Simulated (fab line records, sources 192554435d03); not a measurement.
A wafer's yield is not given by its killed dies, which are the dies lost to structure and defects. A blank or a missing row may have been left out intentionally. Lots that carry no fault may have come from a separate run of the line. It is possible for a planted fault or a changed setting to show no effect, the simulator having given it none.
Matching of chambers -- flow n5 finfet -- 3 sister chambers for N5_BEOL_M0_SAQP_PECVD_96 on pecvd-03
The step deposits a-Si from SiH4/He, target thk 45 nm, time 45.2 s. 18 wafers are shown with their chamber, then 9 later ones without.

== WAFERS WITH THEIR CHAMBER ==
wafer,chamber,throttle valve pct (%),heater power w (W),showerhead plenum p Torr (Torr)
L077.1,2,18.3,550,5.66
L077.3,1,19.6,547,5.71
L077.6,1,19.9,544,5.73
L079.3,2,18.4,577,5.68
L079.4,2,18.5,584,5.67
L079.5,0,17.7,710,5.66
L080.2,1,19.5,545,5.72
L080.4,0,18.0,665,5.66
L080.6,1,19.7,545,5.72
L084.1,1,19.7,493,5.70
L084.3,0,17.9,649,5.67
L084.6,1,19.7,525,5.71
L086.1,2,18.6,575,5.65
L086.3,0,17.8,737,5.67
L086.4,0,18.0,739,5.68
L090.2,1,19.5,586,5.72
L090.3,1,19.8,571,5.72
L090.5,1,19.8,576,5.70

SIGNATURES, as means of the wafers listed above
reading,chamber 0,chamber 1,chamber 2,scatter within a chamber
throttle valve pct,17.880,19.689,18.450,0.133
heater power w,700.00,548.00,571.50,30.4
showerhead plenum p Torr,5.6680,5.7144,5.6650,0.0103
Rule: for each reading, subtract the chamber's mean from the wafer's reading, divide by that reading's scatter and square the result; add these up over the readings and take the root, which gives the wafer's distance from the chamber. The wafer belongs to the nearest chamber; if the next one is less than 2 further off, it can't be placed. The scatter: the root of (the sum of the squares of (reading less its chamber's mean) over the shown wafers, divided by (wafers less chambers)).

== WAFERS WITHOUT THEIR CHAMBER ==
wafer,throttle valve pct (%),heater power w (W),showerhead plenum p Torr (Torr)
L091.1,19.9,562,5.71
L091.3,19.5,576,5.71
L091.5,20.0,575,5.71
L093.3,19.8,499,5.70
L093.5,19.7,501,5.72
L093.6,18.3,625,5.65
L095.1,17.0,529,5.65
L095.2,19.8,561,5.70
L095.4,19.8,566,5.70

== WHICH CHAMBER EACH WENT THROUGH ==
wafer,from the rows above,in truth
L091.1,1,1
L091.3,1,1
L091.5,1,1
L093.3,1,1
L093.5,1,1
L093.6,can't be placed: 2 or 0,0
L095.1,0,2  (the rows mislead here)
L095.2,1,1
L095.4,1,1
7 of 9 placed correctly. Not placeable from these rows: 1 (in 1, the candidates include the true chamber). Number placed wrongly: 1.
